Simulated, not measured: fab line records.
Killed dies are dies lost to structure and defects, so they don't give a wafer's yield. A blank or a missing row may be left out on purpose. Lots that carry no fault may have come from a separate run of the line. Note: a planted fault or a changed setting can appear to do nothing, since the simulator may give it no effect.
Chamber matching | flow n5-finfet | N5_BEOL_M7_STRIP_67 on rie-diel-05: 4 sister chambers
The step strips in CF4. 4 wafers are shown with their chamber, then 7 later ones without.

== WAFERS, EACH WITH ITS CHAMBER ==
wafer  | chamber | drypump-motor-current-A (A)
L090.1 | 3       | 5.9
L090.2 | 1       | 5.8
L093.1 | 2       | 5.3
L093.2 | 0       | 5.5

== WAFERS WITH NO CHAMBER GIVEN ==
wafer  | drypump-motor-current-A (A)
L093.5 | 6.0
L095.4 | 5.7
L095.5 | 5.7
L095.6 | 5.3
L097.2 | 5.5
L097.3 | 6.0
L097.5 | 5.3

== WHICH CHAMBER EACH WENT THROUGH ==
wafer  | from the rows above          | in truth
L093.5 | can't be placed: 3 or 1      | 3
L095.4 | can't be placed: 1 or 0 or 3 | 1
L095.5 | can't be placed: 1 or 0 or 3 | 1
L095.6 | 2                            | 2
L097.2 | 0                            | 0
L097.3 | can't be placed: 3 or 1      | 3
L097.5 | 2                            | 2
Placed correctly: 3 of 7. Can't be placed from these rows: 4 (the true chamber is among the candidates in 4). Number placed wrongly: 0.
How it was worked out, from the rows above alone: a wafer's distance from a chamber is the root of the sum, over the readings, of the square of ((its reading less the chamber's mean) divided by the reading's scatter). The wafer belongs to the nearest chamber; if the next one is less than 2 further off, it can't be placed. The mean given for a chamber averages the wafers shown for that chamber. The scatter (one wafer shown for each chamber): square how far every hidden wafer sits from the nearest shown wafer, average those squares and take the square root.
